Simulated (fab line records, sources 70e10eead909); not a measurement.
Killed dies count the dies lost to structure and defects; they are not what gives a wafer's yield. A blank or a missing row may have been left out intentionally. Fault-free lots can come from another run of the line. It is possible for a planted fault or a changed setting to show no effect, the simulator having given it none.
Matching of chambers | flow nandHarc | rieDiel-06 running NHARC_A_CHANNEL_FILL_D2_STRIP_28: 4 sister chambers
The step strips in O2, time 20 s. 14 wafers are shown with their chamber, then 7 later ones without.

## WAFERS PAIRED WITH THEIR CHAMBERS
wafer  | chamber | drypumpMotorCurrentA (A) | oesProductAu (a.u.) | rfVppV (V)
L076.1 | 0       | 5.99                     | 1.011               | 56.2
L076.4 | 3       | 5.81                     | 1.007               | 57.9
L076.5 | 0       | 6.01                     | 1.006               | 57.7
L081.2 | 1       | 6.54                     | 1.000               | 58.5
L081.4 | 2       | 5.87                     | 0.994               | 59.8
L081.6 | 1       | 6.54                     | 0.989               | 56.9
L084.2 | 2       | 5.86                     | 0.999               | 58.6
L084.4 | 3       | 5.78                     | 1.014               | 57.9
L084.5 | 0       | 6.00                     | 1.004               | 56.9
L089.1 | 3       | 5.78                     | 1.022               | 59.7
L089.4 | 2       | 5.89                     | 1.004               | 57.0
L089.6 | 2       | 5.89                     | 1.006               | 57.5
L088.1 | 0       | 6.01                     | 0.997               | 58.4
L088.4 | 1       | 6.53                     | 1.004               | 57.8

SIGNATURES (means of the wafers above)
reading              | chamber 0 | chamber 1 | chamber 2 | chamber 3 | scatter within a chamber
drypumpMotorCurrentA | 6.0025    | 6.5367    | 5.8775    | 5.7900    | 0.0127
oesProductAu         | 1.00450   | 0.99767   | 1.00075   | 1.01433   | 0.00649
rfVppV               | 57.300    | 57.733    | 58.225    | 58.500    | 1.04
Rule: for each reading, subtract the chamber's mean from the wafer's reading, divide by that reading's scatter and square the result; add these up over the readings and take the root, which gives the wafer's distance from the chamber. The wafer belongs to the nearest chamber; if the next one is less than 2 further off, it can't be placed. How the scatter is found: for the shown wafers, subtract from each reading the mean of its chamber, square and add these, divide the total by (wafers less chambers), then take the root.

## WAFERS WITH NO CHAMBER GIVEN
wafer  | drypumpMotorCurrentA (A) | oesProductAu (a.u.) | rfVppV (V)
L088.5 | 5.75                     | 1.014               | 60.8
L090.1 | 5.85                     | 0.995               | 57.5
L090.5 | 5.80                     | 1.000               | 58.7
L090.6 | 6.00                     | 0.991               | 56.9
L097.2 | 6.01                     | 1.017               | 57.6
L097.4 | 5.85                     | 0.997               | 56.2
L097.5 | 6.54                     | 1.000               | 57.4

## EACH ONE'S CHAMBER
wafer  | from the rows above | in truth
L088.5 | 3                   | 3
L090.1 | 2                   | 2
L090.5 | 3                   | 3
L090.6 | 0                   | 0
L097.2 | 0                   | 0
L097.4 | 2                   | 2
L097.5 | 1                   | 1
7 of 7 placed correctly. Can't be placed from these rows: 0. Number placed wrongly: 0.
